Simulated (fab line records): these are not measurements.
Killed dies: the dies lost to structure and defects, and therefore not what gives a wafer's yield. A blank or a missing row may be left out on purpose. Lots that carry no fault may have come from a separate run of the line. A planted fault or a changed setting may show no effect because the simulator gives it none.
8D (eight disciplines) problem report, filled in by code	flow nand_harc	the parts of the form that need people (team, actions taken, sign-off) are left out

## 1. PROBLEM STATEMENT
At NHARC_A_CHANNEL_HOLE_D2_CD_MEAS_10, cd_nm averages 62.2 nm over 2 wafers from 2 lots, while fault-free wafers read 100.1 nm, standard deviation 0.54. Measured from the usual mean, that is -70 standard deviations.
The step: target cd 100 nm.
First observed at day 21 19:38: wafer L995.2, on cd_sem-03. Wafers with a number at this step in the record: 29, from 10 lots. Rule for "out" (also "out of limits"): further than 4 standard deviations from the usual mean. All remaining wafers that have a number are taken as sound.

## 2. WHAT IT IS AND WHAT IT IS NOT
question	is	is not
which readings at this step	cd_nm	-
which lots	L995, L996	L976, L977, L981, L983, L984, L985, L986, L998
which wafers of those lots	L995.2, L996.4	L995.3, L995.5, L996.6
read on which gauges	cd_sem-03	cd_sem-01, cd_sem-02
when	from day 21 19:38	up to then (23 sound wafers); but 4 sound wafers of L996, L998 came after

## 3. WHAT RULES OUT EACH SUSPECT
Counting: a tool at a process step up to the reading stays a suspect if it ran every lot that is out. Sound lots after the first of them don't rule it out here, since some wafers of a struck lot are sound.
- the gauge at NHARC_A_CHANNEL_HOLE_D2_CD_MEAS_10: ruled out. All the wafers that are out were read on cd_sem-03, but those of them that NHARC_A_CHANNEL_HOLE_D2_PEB_08 has rows for are out there too, on other tools.
- litho_track-01 at NHARC_A_CHANNEL_HOLE_D2_PEB_08 (peb time 65 s): kept. Ran every lot that is out, first one L995 (day 21 19:34); last sound lot up to then L984 (day 16 23:04). Out on those wafers are its own readings of heater_power_total_W.
Remaining after the count: litho_track-01 at NHARC_A_CHANNEL_HOLE_D2_PEB_08.

## 4. THE CAUSE (what the simulator had put in)
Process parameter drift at NHARC_A_CHANNEL_HOLE_D2_PEB_08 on litho_track-01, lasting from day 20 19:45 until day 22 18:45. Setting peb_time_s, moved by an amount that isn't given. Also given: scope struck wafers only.
After counting, this tool was the only one left.

## 5. THE EFFECT CHAIN, in route order
Each row: a reading whose mean over the struck wafers that have a number lies more than 3 standard deviations from the usual. Only readings for which the record gives a usual standard deviation are gone through. hours: the time from each lot's start at the first step in this table that gives one to its start at this step, as a median over the lots. sigmas: the change in usual standard deviations.
hours	step	reading	usual	on struck wafers	change	sigmas
0	NHARC_A_CHANNEL_HOLE_D2_PEB_08	heater_power_total_W	156.6 W	297.1	+140.5	+99 or more
0	NHARC_A_CHANNEL_HOLE_D2_CD_MEAS_10	cd_nm	100.1 nm	62.2	-37.9	-70
2	NHARC_A_CHANNEL_HOLE_D2_CD_MEAS_18	cd_nm	99.0 nm	63.4	-35.6	-16
7	NHARC_A_CHANNEL_HOLE_D2_CD_MEAS_31	cd_nm	89.2 nm	50.5	-38.7	-26
7	NHARC_A_CHANNEL_HOLE_D2_XSEM_32	bot_cd_nm	73.6 nm	34.2	-39.3	-22
281	NHARC_END_SORT_01	killed_at_array	59	672	+614	+31
281	NHARC_END_SORT_01	killed_dies	63	677	+614	+29
It contains these process steps:
- NHARC_A_CHANNEL_HOLE_D2_PEB_08: peb time 65 s.
- NHARC_A_CHANNEL_HOLE_D2_XSEM_32

## 6. HOW IT WOULD HAVE BEEN CAUGHT EARLIER
24 hours passed between the start of the fault at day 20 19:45 and the first reading out of limits at a measuring or inspecting step in this record, taken at day 21 19:38.
The tool's own readings at NHARC_A_CHANNEL_HOLE_D2_PEB_08 were out on every struck wafer that the step has a row for (heater_power_total_W): an alarm limit on them would have fired on the first of those.
Lots out: 2; of these, L996 started NHARC_A_CHANNEL_HOLE_D2_PEB_08 on litho_track-01 after day 21 19:38. Putting the tool on hold at that point would have spared it.
